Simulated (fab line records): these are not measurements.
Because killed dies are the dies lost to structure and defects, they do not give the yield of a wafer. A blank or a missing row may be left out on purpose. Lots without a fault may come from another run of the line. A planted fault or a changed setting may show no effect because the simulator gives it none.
A struck lot beside a sound one / flow nand_harc / 44 out of 1159 route steps
Sound: these wafers, L225.1, L225.3, L225.5. The struck wafers were L232.1, L232.2, L232.3. The cause is named last.
Order at every step that has rows: each side's tool, ch and its chambers, its first start. Under that, the readings that differ: sound wafers / struck wafers / difference of the means / sigmas: that difference in standard deviations of wafers without a fault.
alike: readings with means less than 2 such deviations apart, plus words and numbers identical on both sides. not compared: withheld readings, readings lacking a value on some wafer, bounds such as >300 that could conceal the same value, and numbers that have no deviation in the record and whose values overlap.
Wherever a step has rows on one side only, a row that says differs or no value, or a row with sigmas, the two part there. Numbers that have no deviation but don't overlap get no sigmas and don't part them. A reading that every wafer of one side lacks parts them only if that side has two wafers or more.

first, 8 steps without rows for these wafers: NHARC_P_GATE_DEHYDRATE_18 (time 120 s); NHARC_P_GATE_HMDS_19 (time 30 s); NHARC_P_GATE_COAT_20 (resist thk 90 nm); NHARC_P_GATE_SOFTBAKE_21 (time 55 s); NHARC_P_GATE_EBR_22; NHARC_P_GATE_EXPOSE_23 (exposes mask P GATE, target cd 120 nm); NHARC_P_GATE_PEB_24 (peb time 65 s); NHARC_P_GATE_DEVELOP_25 (develop time 35 s).
NHARC_P_GATE_CD_MEAS_26 targets a cd of 120 nm.
  sound on cd_sem-03 ch 0, day 4 12:00; struck on cd_sem-03 ch 0, day 6 08:35
reading=cd_nm (nm); sound=119.2 119.0 119.7; struck=120.8 120.9 121.2; difference=+1.7; sigmas=+3
NHARC_P_GATE_OVL_MEAS_27:
  sound on overlay-01 at day 4 12:05; struck on overlay-01 at day 6 08:41
  alike: overlay_x_nm, overlay_y_nm
NHARC_P_GATE_INSPECT_28:
  sound on defect_inspect-02 at day 4 12:08; struck on defect_inspect-02 at day 6 08:43
  alike: raw_defect_count
NHARC_P_GATE_DESCUM_31: chemistry O2, time 3 s.
  sound on rie_diel-11 ch 1,2,3, day 4 12:12; struck on rie_diel-11 ch 0,1,3, day 6 08:47
reading=throttle_valve_pct (%); sound=11.294 11.311 11.308; struck=11.334 11.326 11.320; difference=+0.022; sigmas=+2
  alike: drypump_motor_current_A, oes_product_au, rf_vpp_V, showerhead_plenum_p_Torr
  not compared: rf_hours_counter_h
NHARC_P_GATE_ETCH_104: etches the open film in CF4/CHF3, target depth 60 nm.
  sound on rie_diel-11 ch 1,2,3, day 4 12:16; struck on rie_diel-11 ch 0,2,3, day 6 08:52
  alike: drypump_motor_current_A, oes_product_au, rf_vpp_V, showerhead_plenum_p_Torr, throttle_valve_pct
NHARC_P_GATE_HM_OPEN_105: chemistry O2/COS, target depth 360 nm.
  sound on rie_diel-11 ch 1,3; struck on rie_diel-11 ch 1,2,3
  alike: drypump_motor_current_A, oes_product_au, rf_vpp_V, showerhead_plenum_p_Torr, throttle_valve_pct
  not compared: rf_hours_counter_h
then, 1 step without rows for these wafers: NHARC_P_GATE_STRIP_106 (strips in O2/COS).
NHARC_P_GATE_ETCH_114: etches the open film in CF4/O2, target depth 30 nm, overetch 3 nm, time 16.5 s.
  sound on rie_diel-11 ch 0,1; struck on rie_diel-11 ch 0,1,2
  alike: drypump_motor_current_A, oes_product_au, rf_vpp_V, showerhead_plenum_p_Torr, throttle_valve_pct
  not compared: rf_hours_counter_h
NHARC_P_GATE_ETCH_32: etches the open film in HBr/Cl2, target depth 150 nm, time 100.1 s.
  sound on rie_si-02 ch 0,2,3, day 4 12:41; struck on rie_si-02 ch 0,2,3, day 6 09:14
  alike: drypump_motor_current_A, oes_product_au, throttle_valve_pct
  not compared: rf_hours_counter_h
then, 1 step without rows for these wafers: NHARC_P_GATE_STRIP_108 (strips in O2).
NHARC_P_GATE_CD_MEAS_33:
  sound on cd_sem-02 at day 4 12:59; struck on cd_sem-01 at day 6 09:37
  alike: cd_nm
then, 5 steps without rows for these wafers: NHARC_P_GATE_STRIP_35 (strips in SPM, time 600 s); NHARC_P_GATE_PRECLEAN_73 (cleans in SC1); NHARC_P_GATE_SRD_74; NHARC_P_GATE_ALD_36 (deposits SiNx, target thk 20 nm, pulse time 60 s, ald cycles 223); NHARC_P_GATE_ETCHBACK_37 (etches the open film in CHF3/O2, target depth 34.5 nm, time 17.2 s).
NHARC_P_GATE_STRIP_101: strips in O2, time 20 s.
  sound on rie_diel-12 ch 1,2,3, day 4 23:13; struck on rie_diel-02 ch 1,2,3, day 6 19:39
  alike: drypump_motor_current_A, oes_product_au, rf_vpp_V, showerhead_plenum_p_Torr, throttle_valve_pct
  not compared: rf_hours_counter_h
then, 12 steps without rows for these wafers: NHARC_P_GATE_PRECLEAN_97 (cleans in SPM, time 600 s); NHARC_P_GATE_SRD_98; NHARC_P_GATE_PRECLEAN_99 (cleans in SC1); NHARC_P_GATE_SRD_100; NHARC_P_GATE_DEHYDRATE_38 (time 120 s); NHARC_P_GATE_HMDS_39 (time 30 s); NHARC_P_GATE_COAT_40; NHARC_P_GATE_SOFTBAKE_41 (time 95 s); NHARC_P_GATE_EBR_42; NHARC_P_GATE_EXPOSE_43 (exposes mask P NSD, target cd 720 nm); NHARC_P_GATE_PEB_44 (peb time 85 s); NHARC_P_GATE_DEVELOP_45 (time 70 s).
NHARC_P_GATE_CD_MEAS_46 targets a cd of 720 nm.
  sound on cd_sem-01 ch 0, day 5 00:08; struck on cd_sem-01 ch 0, day 6 20:26
  alike: cd_nm
then, 4 steps without rows for these wafers: NHARC_P_GATE_HARDBAKE_47 (time 80 s); NHARC_P_GATE_DESCUM_48 (chemistry O2, time 3 s); NHARC_P_GATE_IMPLANT_49; NHARC_P_GATE_STRIP_111 (strips in N2/H2, time 250 s).
NHARC_P_GATE_INSPECT_68:
  sound on defect_inspect-01 at day 5 06:41; struck on defect_inspect-02 at day 7 02:44
reading=raw_defect_count; sound=148 202 119; struck=682 724 882; difference=+606; sigmas=+7
-- jump in the record: it breaks off in module P_GATE and resumes in module END (first step shown: number 1159 of the route), and 14 days separate the struck wafers' starts before and after --
NHARC_END_SORT_01:
  here the record holds rows for the struck wafers (prober-02 ch 0, day 21 04:52) but none for the sound ones

## WHERE THEY PART
First at NHARC_P_GATE_CD_MEAS_26; last, within this record, at NHARC_END_SORT_01.

WHY: whatever the simulator had introduced
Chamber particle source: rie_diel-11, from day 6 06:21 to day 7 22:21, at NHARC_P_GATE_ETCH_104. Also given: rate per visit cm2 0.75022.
